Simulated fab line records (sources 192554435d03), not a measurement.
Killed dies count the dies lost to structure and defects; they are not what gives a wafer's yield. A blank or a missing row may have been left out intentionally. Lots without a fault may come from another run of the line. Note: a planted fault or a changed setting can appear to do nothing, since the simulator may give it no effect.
What tool caused it? / flow n5-finfet / Sampling: 11 lots, 33 wafers, 5 of 1938 route steps

== WHAT EACH GAUGE READ, for each wafer ==
N5_BEOL_M4_RC_MEAS_101. Usual: DIBL_N 36.6 mV/V, standard deviation 1.9; DIBL_P 36.7 mV/V, standard deviation 2.2; IOFF_N 0.16 nA/um, standard deviation 0.035; IOFF_P 0.22 nA/um, standard deviation 0.038; ION_N 672 uA/um, standard deviation 14; ION_P 462 uA/um, standard deviation 8.3; SS_N 71.6 mV/dec, standard deviation 0.65; SS_P 73.5 mV/dec, standard deviation 0.72; VT_N 250 mV, standard deviation 3.5; VT_P -250 mV, standard deviation 3.1.
lot=L107; measured=day 9 11:10; on=prober-01; DIBL_N (mV/V)=39.2 37.5 33.2; DIBL_P (mV/V)=40.5 39.0 32.6; IOFF_N (nA/um)=0.22 0.17 0.10; IOFF_P (nA/um)=0.34 0.29 0.18; ION_N (uA/um)=686 677 646; ION_P (uA/um)=483 471 455; SS_N (mV/dec)=71.1 71.0 69.9; SS_P (mV/dec)=74.5 73.9 72.5; VT_N (mV)=243 247 255; VT_P (mV)=-239 -244 -252; flag=
lot=L109; measured=day 10 02:23; on=prober-02; DIBL_N (mV/V)=37.3 33.2 34.2; DIBL_P (mV/V)=37.3 32.7 34.5; IOFF_N (nA/um)=0.16 0.11 0.13; IOFF_P (nA/um)=0.25 0.18 0.20; ION_N (uA/um)=690 685 676; ION_P (uA/um)=480 474 477; SS_N (mV/dec)=71.2 70.0 70.5; SS_P (mV/dec)=73.6 72.5 72.5; VT_N (mV)=248 253 251; VT_P (mV)=-247 -250 -249; flag=
lot=L112; measured=day 10 06:55; on=prober-02; DIBL_N (mV/V)=35.6 37.4 34.8; DIBL_P (mV/V)=35.6 37.6 36.4; IOFF_N (nA/um)=0.12 0.16 0.13; IOFF_P (nA/um)=0.20 0.22 0.21; ION_N (uA/um)=653 651 661; ION_P (uA/um)=462 448 462; SS_N (mV/dec)=71.6 72.3 70.8; SS_P (mV/dec)=72.9 73.5 73.2; VT_N (mV)=255 252 253; VT_P (mV)=-250 -251 -248; flag=
lot=L113; measured=day 10 10:27; on=prober-02; DIBL_N (mV/V)=35.9 37.2 36.9; DIBL_P (mV/V)=36.8 37.1 37.2; IOFF_N (nA/um)=0.17 0.17 0.16; IOFF_P (nA/um)=0.24 0.22 0.23; ION_N (uA/um)=691 664 670; ION_P (uA/um)=476 455 462; SS_N (mV/dec)=71.0 72.0 72.5; SS_P (mV/dec)=73.7 74.0 74.4; VT_N (mV)=249 251 252; VT_P (mV)=-249 -249 -249; flag=
lot=L114; measured=day 10 21:10; on=prober-01; DIBL_N (mV/V)=35.9 37.0 38.1; DIBL_P (mV/V)=35.8 38.1 38.4; IOFF_N (nA/um)=0.14 0.17 0.18; IOFF_P (nA/um)=0.16 0.21 0.22; ION_N (uA/um)=675 661 685; ION_P (uA/um)=454 455 465; SS_N (mV/dec)=71.9 71.1 72.2; SS_P (mV/dec)=73.2 74.0 74.1; VT_N (mV)=254 250 250; VT_P (mV)=-256 -252 -254; flag=
lot=L115; measured=day 10 22:46; on=prober-01; DIBL_N (mV/V)=36.2 36.9 35.3; DIBL_P (mV/V)=36.5 37.1 35.5; IOFF_N (nA/um)=0.14 0.16 0.13; IOFF_P (nA/um)=0.21 0.23 0.20; ION_N (uA/um)=674 673 674; ION_P (uA/um)=459 467 465; SS_N (mV/dec)=71.4 71.7 71.0; SS_P (mV/dec)=73.3 74.2 73.5; VT_N (mV)=256 251 251; VT_P (mV)=-252 -245 -250; flag=
lot=L124; measured=day 13 05:08; on=prober-02; DIBL_N (mV/V)=36.2 36.8 35.7; DIBL_P (mV/V)=37.9 38.9 37.4; IOFF_N (nA/um)=0.19 0.19 0.18; IOFF_P (nA/um)=0.24 0.25 0.23; ION_N (uA/um)=674 671 679; ION_P (uA/um)=467 464 465; SS_N (mV/dec)=71.5 71.4 72.3; SS_P (mV/dec)=74.5 73.9 73.9; VT_N (mV)=246 248 247; VT_P (mV)=-247 -248 -247; flag=
lot=L125; measured=day 13 13:35; on=prober-02; DIBL_N (mV/V)=38.5 39.1 37.1; DIBL_P (mV/V)=37.6 38.6 36.5; IOFF_N (nA/um)=0.19 0.21 0.17; IOFF_P (nA/um)=0.21 0.23 0.20; ION_N (uA/um)=674 693 686; ION_P (uA/um)=453 471 466; SS_N (mV/dec)=72.4 72.5 71.5; SS_P (mV/dec)=74.1 74.6 73.9; VT_N (mV)=246 247 246; VT_P (mV)=-251 -252 -253; flag=
lot=L129; measured=day 14 07:49; on=prober-02; DIBL_N (mV/V)=38.0 39.0 37.8; DIBL_P (mV/V)=37.2 39.1 36.6; IOFF_N (nA/um)=0.19 0.23 0.18; IOFF_P (nA/um)=0.26 0.31 0.25; ION_N (uA/um)=699 682 674; ION_P (uA/um)=472 467 463; SS_N (mV/dec)=71.8 71.8 72.4; SS_P (mV/dec)=73.5 74.1 73.6; VT_N (mV)=249 245 248; VT_P (mV)=-244 -244 -245; flag=
lot=L128; measured=day 14 14:19; on=prober-02; DIBL_N (mV/V)=38.1 35.2 35.7; DIBL_P (mV/V)=37.1 34.2 34.4; IOFF_N (nA/um)=0.19 0.14 0.14; IOFF_P (nA/um)=0.25 0.19 0.21; ION_N (uA/um)=669 680 678; ION_P (uA/um)=458 466 474; SS_N (mV/dec)=71.4 71.2 71.6; SS_P (mV/dec)=73.8 72.6 73.6; VT_N (mV)=249 251 249; VT_P (mV)=-248 -250 -248; flag=
lot=L130; measured=day 14 16:10; on=prober-01; DIBL_N (mV/V)=37.0 36.8 38.7; DIBL_P (mV/V)=38.4 38.0 39.6; IOFF_N (nA/um)=0.17 0.17 0.20; IOFF_P (nA/um)=0.22 0.24 0.26; ION_N (uA/um)=674 676 694; ION_P (uA/um)=467 459 470; SS_N (mV/dec)=71.4 72.2 72.2; SS_P (mV/dec)=73.3 74.1 73.6; VT_N (mV)=251 248 249; VT_P (mV)=-250 -248 -248; flag=

== EACH LOT AND THE TOOL THAT RAN IT (in order: tool; ch and the chambers of the sampled wafers; start) ==
lot=L107; N5_BEOL_M2_PRE_CLEAN_45=pvd-sputter-01, day 8 03:43; N5_BEOL_M2_SURFACE_TREAT_85=pvd-sputter-03, day 8 04:03; N5_BEOL_M2_SPUTTER_48=pvd-sputter-01, day 8 04:19; N5_BEOL_M2_ANNEAL_89=pvd-sputter-01, day 8 05:17
lot=L109; N5_BEOL_M2_PRE_CLEAN_45=pvd-sputter-03, day 8 13:21; N5_BEOL_M2_SURFACE_TREAT_85=pvd-sputter-02, day 8 13:44; N5_BEOL_M2_SPUTTER_48=pvd-sputter-01, day 8 13:57; N5_BEOL_M2_ANNEAL_89=pvd-sputter-01, day 8 14:55
lot=L112; N5_BEOL_M2_PRE_CLEAN_45=pvd-sputter-01, day 8 13:47; N5_BEOL_M2_SURFACE_TREAT_85=pvd-sputter-03, day 8 14:05; N5_BEOL_M2_SPUTTER_48=pvd-sputter-03, day 8 14:18; N5_BEOL_M2_ANNEAL_89=pvd-sputter-03, day 8 15:16
lot=L113; N5_BEOL_M2_PRE_CLEAN_45=pvd-sputter-02, day 8 21:33; N5_BEOL_M2_SURFACE_TREAT_85=pvd-sputter-01, day 8 23:17; N5_BEOL_M2_SPUTTER_48=pvd-sputter-03, day 8 23:34; N5_BEOL_M2_ANNEAL_89=pvd-sputter-03, day 9 00:31
lot=L114; N5_BEOL_M2_PRE_CLEAN_45=pvd-sputter-03, day 9 02:35; N5_BEOL_M2_SURFACE_TREAT_85=pvd-sputter-03, day 9 03:04; N5_BEOL_M2_SPUTTER_48=pvd-sputter-01, day 9 03:26; N5_BEOL_M2_ANNEAL_89=pvd-sputter-01, day 9 04:24
lot=L115; N5_BEOL_M2_PRE_CLEAN_45=pvd-sputter-01, day 9 07:14; N5_BEOL_M2_SURFACE_TREAT_85=pvd-sputter-02, day 9 07:44; N5_BEOL_M2_SPUTTER_48=pvd-sputter-03, day 9 08:16; N5_BEOL_M2_ANNEAL_89=pvd-sputter-03, day 9 09:13
lot=L124; N5_BEOL_M2_PRE_CLEAN_45=pvd-sputter-03, day 11 17:12; N5_BEOL_M2_SURFACE_TREAT_85=pvd-sputter-02, day 11 17:33; N5_BEOL_M2_SPUTTER_48=pvd-sputter-03, day 11 17:57; N5_BEOL_M2_ANNEAL_89=pvd-sputter-03, day 11 18:55
lot=L125; N5_BEOL_M2_PRE_CLEAN_45=pvd-sputter-02, day 12 09:47; N5_BEOL_M2_SURFACE_TREAT_85=pvd-sputter-02, day 12 10:06; N5_BEOL_M2_SPUTTER_48=pvd-sputter-02, day 12 10:20; N5_BEOL_M2_ANNEAL_89=pvd-sputter-02, day 12 11:18
lot=L129; N5_BEOL_M2_PRE_CLEAN_45=pvd-sputter-02, day 12 16:06; N5_BEOL_M2_SURFACE_TREAT_85=pvd-sputter-02, day 12 16:28; N5_BEOL_M2_SPUTTER_48=pvd-sputter-01, day 12 16:47; N5_BEOL_M2_ANNEAL_89=pvd-sputter-01, day 12 17:44
lot=L128; N5_BEOL_M2_PRE_CLEAN_45=pvd-sputter-03, day 12 20:55; N5_BEOL_M2_SURFACE_TREAT_85=pvd-sputter-02, day 12 21:13; N5_BEOL_M2_SPUTTER_48=pvd-sputter-01, day 12 21:31; N5_BEOL_M2_ANNEAL_89=pvd-sputter-01, day 12 22:29
lot=L130; N5_BEOL_M2_PRE_CLEAN_45=pvd-sputter-02, day 12 23:44; N5_BEOL_M2_SURFACE_TREAT_85=pvd-sputter-02, day 13 00:06; N5_BEOL_M2_SPUTTER_48=pvd-sputter-01, day 13 00:46; N5_BEOL_M2_ANNEAL_89=pvd-sputter-01, day 13 01:43
- N5_BEOL_M2_PRE_CLEAN_45: time 30 s.
- N5_BEOL_M2_SURFACE_TREAT_85
- N5_BEOL_M2_SPUTTER_48: material Cu, target thk 4.5 nm, time 8.29 s.
- N5_BEOL_M2_ANNEAL_89: time 240 s.

== AS READ BY THE TOOLS THEMSELVES (means over the sampled wafers that have a number; for cases with no such wafer, the mark the record gives instead) ==
N5_BEOL_M2_PRE_CLEAN_45. Usual: heater-power-w 337 W, standard deviation 35.
lot=L107; tool=pvd-sputter-01; heater-power-w (W)=336; flag=
lot=L109; tool=pvd-sputter-03; heater-power-w (W)=296; flag=
lot=L112; tool=pvd-sputter-01; heater-power-w (W)=336; flag=
lot=L113; tool=pvd-sputter-02; heater-power-w (W)=390; flag=
lot=L114; tool=pvd-sputter-03; heater-power-w (W)=353; flag=
lot=L115; tool=pvd-sputter-01; heater-power-w (W)=330; flag=
lot=L124; tool=pvd-sputter-03; heater-power-w (W)=328; flag=
lot=L125; tool=pvd-sputter-02; heater-power-w (W)=391; flag=
lot=L129; tool=pvd-sputter-02; heater-power-w (W)=342; flag=
lot=L128; tool=pvd-sputter-03; heater-power-w (W)=333; flag=
lot=L130; tool=pvd-sputter-02; heater-power-w (W)=353; flag=

N5_BEOL_M2_SPUTTER_48. Usual: throttle-valve-pct 30.2 %, standard deviation 0.99.
lot=L107; tool=pvd-sputter-01; throttle-valve-pct (%)=30.5; flag=
lot=L109; tool=pvd-sputter-01; throttle-valve-pct (%)=29.6; flag=
lot=L112; tool=pvd-sputter-03; throttle-valve-pct (%)=30.3; flag=
lot=L113; tool=pvd-sputter-03; throttle-valve-pct (%)=30.8; flag=
lot=L114; tool=pvd-sputter-01; throttle-valve-pct (%)=29.8; flag=
lot=L115; tool=pvd-sputter-03; throttle-valve-pct (%)=30.3; flag=
lot=L124; tool=pvd-sputter-03; throttle-valve-pct (%)=30.4; flag=
lot=L125; tool=pvd-sputter-02; throttle-valve-pct (%)=30.0; flag=
lot=L129; tool=pvd-sputter-01; throttle-valve-pct (%)=29.1; flag=
lot=L128; tool=pvd-sputter-01; throttle-valve-pct (%)=29.5; flag=
lot=L130; tool=pvd-sputter-01; throttle-valve-pct (%)=29.6; flag=

N5_BEOL_M2_ANNEAL_89. Usual: heater-power-w 839 W, standard deviation 82; susceptor-temp-C 399.98 C, standard deviation 0.22.
lot=L107; tool=pvd-sputter-01; heater-power-w (W)=828; susceptor-temp-C (C)=400.05; flag=
lot=L109; tool=pvd-sputter-01; heater-power-w (W)=768; susceptor-temp-C (C)=399.95; flag=
lot=L112; tool=pvd-sputter-03; heater-power-w (W)=-; susceptor-temp-C (C)=-; flag=OFF
lot=L113; tool=pvd-sputter-03; heater-power-w (W)=-; susceptor-temp-C (C)=-; flag=OFF
lot=L114; tool=pvd-sputter-01; heater-power-w (W)=-; susceptor-temp-C (C)=-; flag=OFF
lot=L115; tool=pvd-sputter-03; heater-power-w (W)=854; susceptor-temp-C (C)=399.87; flag=
lot=L124; tool=pvd-sputter-03; heater-power-w (W)=902; susceptor-temp-C (C)=400.05; flag=
lot=L125; tool=pvd-sputter-02; heater-power-w (W)=884; susceptor-temp-C (C)=400.08; flag=
lot=L129; tool=pvd-sputter-01; heater-power-w (W)=856; susceptor-temp-C (C)=399.97; flag=
lot=L128; tool=pvd-sputter-01; heater-power-w (W)=794; susceptor-temp-C (C)=400.05; flag=
lot=L130; tool=pvd-sputter-01; heater-power-w (W)=800; susceptor-temp-C (C)=399.87; flag=

== THE ANSWER, worked out from the rows above alone ==
Rule: a lot is off if the mean of its wafers that have a number lies more than 3 standard deviations from the usual mean. Also off: a lot with no number at a reading for which 4 or more lots have one. Where the step has rows for the other lots, those lots are counted as sound. The gauges are gone through in route order, then the tools' own readings, and for those a lot's mean is taken as printed above. The first step at which some lot is off is used, and at that step the reading that is off furthest; a lot without a number counts as furthest.
Off, at N5_BEOL_M2_ANNEAL_89 on heater-power-w: L112, L113, L114. Without a number there: L112, L113, L114.
If a tool, at that step or one of the process steps before it, ran each lot that is off and ran no sound lot following the first of them, it fits. Of those tried, none fits.

== WHAT WAS PUT IN BY THE SIMULATOR ==
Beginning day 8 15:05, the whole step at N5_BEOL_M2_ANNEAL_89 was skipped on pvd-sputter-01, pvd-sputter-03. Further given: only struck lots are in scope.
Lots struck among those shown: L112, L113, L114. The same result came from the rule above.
